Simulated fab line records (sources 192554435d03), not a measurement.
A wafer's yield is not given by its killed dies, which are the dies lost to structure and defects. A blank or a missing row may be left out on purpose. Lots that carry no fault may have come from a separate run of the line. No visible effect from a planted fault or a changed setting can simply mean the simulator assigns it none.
Struck lot and sound lot, side by side / flow n5_finfet / 16 steps out of a route of 1938
Sound: the wafers L499.3, L499.5, L499.6. Struck: wafer L492.2. (L492.6 of the same lot was not struck and is left out.) The cause comes at the end.
At each step with rows: each side's tool, then ch and its chambers, then its first start. Under that, the readings that differ: sound wafers / struck wafers / difference of the means / sigmas: that difference in standard deviations of wafers without a fault.
alike: a reading whose means differ by less than 2 such deviations, as well as words and numbers matching on both sides. not compared: withheld readings; readings where some wafer has no value; bounds like >300 that might hide an equal value; numbers whose values overlap and for which the record gives no deviation.
The two part at a step that has a row with sigmas, a row that says differs or no value, or rows on one side only. Numbers that have no deviation but don't overlap get no sigmas and don't part them. A reading missing from all wafers of one side parts the sides only when that side holds two or more wafers.

first, 1 step without rows for these wafers: N5_BEOL_M1_DEVELOP_27 (develop time 30 s).
N5_BEOL_M1_CD_MEAS_28: target cd y 23.3 nm.
  sound on cd_sem-01 ch 0, day 10 22:10; struck on cd_sem-03 ch 0, day 9 12:35
reading=cd_nm (nm); sound=24.12 24.68 23.95; struck=23.55; difference=-0.70; sigmas=-3
N5_BEOL_M1_OVL_MEAS_29:
  sound on overlay-01 ch 0, day 10 22:12; struck on overlay-02 ch 0, day 9 12:37
  alike: V0_OVL
N5_BEOL_M1_INSPECT_30: inspects for defects (brightfield).
  sound on defect_inspect-01, day 10 22:15; struck on defect_inspect-01, day 9 12:40
  alike: raw_defect_count
N5_BEOL_M1_DESCUM_33: chemistry O2, time 7 s.
  sound on rie_diel-03 ch 0,1, day 10 22:17; struck on rie_diel-05 ch 0, day 9 12:47
  alike: drypump_motor_current_A, o2_flow_sccm, oes_product_au, rf_vpp_V, showerhead_plenum_p_Torr, throttle_valve_pct
  not compared: rf_hours_counter_h
then, 1 step without rows for these wafers: N5_BEOL_M1_ETCH_77 (etches underlayer in N2/H2, target depth 6.5 nm, time 5.2 s).
N5_BEOL_M1_ETCH_69: etches SiARC in CF4, target depth 15.6 nm, time 26 s.
  sound on rie_diel-03 ch 0,1, day 10 22:20; struck on rie_diel-05 ch 0, day 9 12:50
  alike: bias_w, drypump_motor_current_A, etch_rf_on_time_s, oes_product_au, rf_vpp_V, showerhead_plenum_p_Torr, throttle_valve_pct
  not compared: rf_hours_counter_h
N5_BEOL_M1_ALD_98: deposits SiO2, target thk 2.5 nm, pulse time 1 s, co reactant pulse time 1 s.
  sound on ald_sin-02 ch 0,1,2, day 10 22:25; struck on ald_sin-01 ch 1, day 9 12:55
  alike: heater_power_w, precursor_pulse_height_rel, susceptor_temp_C
  not compared: since_wet_clean_h
N5_BEOL_M1_ETCHBACK_99: etches SiO2 in CHF3, target depth 5 nm, time 10.4 s.
  sound on rie_diel-05 ch 0,1, day 11 05:31; struck on rie_diel-02 ch 3, day 9 18:12
  alike: bias_w, drypump_motor_current_A, oes_product_au, rf_vpp_V, showerhead_plenum_p_Torr, throttle_valve_pct
  not compared: rf_hours_counter_h
N5_BEOL_M1_ETCH_70: etches SOC in N2/H2, target depth 80 nm, overetch 16 nm, time 120 s.
  sound on rie_diel-05 ch 0,1, day 11 05:34; struck on rie_diel-02 ch 3, day 9 18:14
reading=throttle_valve_pct (%); sound=17.58 17.95 17.57; struck=18.24; difference=+0.54; sigmas=+2
  alike: bias_w, drypump_motor_current_A, oes_product_au, rf_vpp_V, showerhead_plenum_p_Torr
  not compared: rf_hours_counter_h
then, 2 steps without rows for these wafers: N5_BEOL_M1_STRIP_71 (strips in N2/H2); N5_BEOL_M1_STRIP_78 (strips in N2/H2).
N5_BEOL_M1_VIA_ETCH_34: etches the open film in C4F6/O2, target depth 67.8 nm, time 64.4 s.
  sound on rie_diel-05 ch 0,1, day 11 05:40; struck on rie_diel-02 ch 3, day 9 18:20
reading=model.etch.depth_nm (nm); sound=66.51 66 66.31; struck=41.84; difference=-24.43; sigmas=
reading=model.SOC_of_BEOL_M1_COAT_67.thk_nm (nm); sound=52.6 52.4 52.4; struck=55.4; difference=+2.9; sigmas=
  alike: O2_flow_sccm, bias_w, drypump_motor_current_A, oes_product_au, rf_vpp_V, showerhead_plenum_p_Torr, throttle_valve_pct
  not compared: rf_hours_counter_h
then, 1 step without rows for these wafers: N5_BEOL_M1_STRIP_83 (strips in C4F6/O2).
N5_BEOL_M4_RC_MEAS_101:
  sound on prober-02 ch 0, day 13 05:53; struck on prober-02 ch 0, day 11 13:49
  alike: DIBL_N, DIBL_P, IOFF_N, IOFF_P, ION_N, ION_P, SS_N, SS_P, VT_N, VT_P
-- the record jumps here: 4 days lie between the struck wafers' starts before and after (it left off in module BEOL_M4 and takes up again in module PASSIVATION, whose first step shown is number 1936 of the route) --
N5_PASSIVATION_PROBE_49:
  record: rows for the struck wafers here (prober-01, day 15 23:48), none for the sound ones

WHERE THEY PART
At N5_BEOL_M1_CD_MEAS_28 first; at N5_PASSIVATION_PROBE_49 last (within this record only).

WHY: the cause the simulator had injected
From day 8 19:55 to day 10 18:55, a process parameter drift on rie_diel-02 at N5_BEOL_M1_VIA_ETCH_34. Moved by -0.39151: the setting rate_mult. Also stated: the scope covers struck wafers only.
